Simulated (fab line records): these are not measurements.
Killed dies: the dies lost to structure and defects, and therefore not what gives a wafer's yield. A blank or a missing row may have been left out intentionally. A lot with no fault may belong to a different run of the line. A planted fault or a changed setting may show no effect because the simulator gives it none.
Chamber matching :: flow nandHarc :: 3 sister chambers for NHARC_P_M0_DEP_32 on pecvd-03
The step deposits SiCN, target thk 30 nm. 6 wafers are shown with their chamber, then 7 later ones without.

## WAFERS PAIRED WITH THEIR CHAMBERS
wafer: L086.1
chamber: 0
heaterPowerW (W): 447
heaterPowerOuterW (W): 239

wafer: L086.4
chamber: 0
heaterPowerW (W): 443
heaterPowerOuterW (W): 245

wafer: L087.4
chamber: 1
heaterPowerW (W): 552
heaterPowerOuterW (W): 304

wafer: L087.5
chamber: 2
heaterPowerW (W): 484
heaterPowerOuterW (W): 268

wafer: L089.1
chamber: 2
heaterPowerW (W): 499
heaterPowerOuterW (W): 287

wafer: L089.3
chamber: 1
heaterPowerW (W): 563
heaterPowerOuterW (W): 298

## WAFERS WITH NO CHAMBER GIVEN
wafer: L089.4
heaterPowerW (W): 537
heaterPowerOuterW (W): 302

wafer: L091.2
heaterPowerW (W): 527
heaterPowerOuterW (W): 282

wafer: L091.3
heaterPowerW (W): 513
heaterPowerOuterW (W): 283

wafer: L091.4
heaterPowerW (W): 474
heaterPowerOuterW (W): 268

wafer: L097.1
heaterPowerW (W): 501
heaterPowerOuterW (W): 278

wafer: L097.4
heaterPowerW (W): 499
heaterPowerOuterW (W): 278

wafer: L097.6
heaterPowerW (W): 475
heaterPowerOuterW (W): 267

## WHICH CHAMBER EACH ONE RAN IN
wafer: L089.4
from the rows above: 1
in truth: 1

wafer: L091.2
from the rows above: can't be placed: 1 or 2
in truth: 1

wafer: L091.3
from the rows above: 2
in truth: 2

wafer: L091.4
from the rows above: 2
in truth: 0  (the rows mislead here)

wafer: L097.1
from the rows above: 2
in truth: 2

wafer: L097.4
from the rows above: 2
in truth: 2

wafer: L097.6
from the rows above: 2
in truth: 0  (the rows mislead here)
Correct placement for 4 of the 7. Can't be placed from these rows: 1 (the true chamber is among the candidates in 1). Wrongly placed: 2.
How it was worked out, from the rows above alone: a wafer's distance from a chamber is the root of the sum, over the readings, of the square of ((its reading less the chamber's mean) divided by the reading's scatter). The wafer belongs to the nearest chamber; if the next one is less than 2 further off, it can't be placed. Each chamber's mean is taken over the wafers shown for it. How the scatter is found: for the shown wafers, subtract from each reading the mean of its chamber, square and add these, divide the total by (wafers less chambers), then take the root.
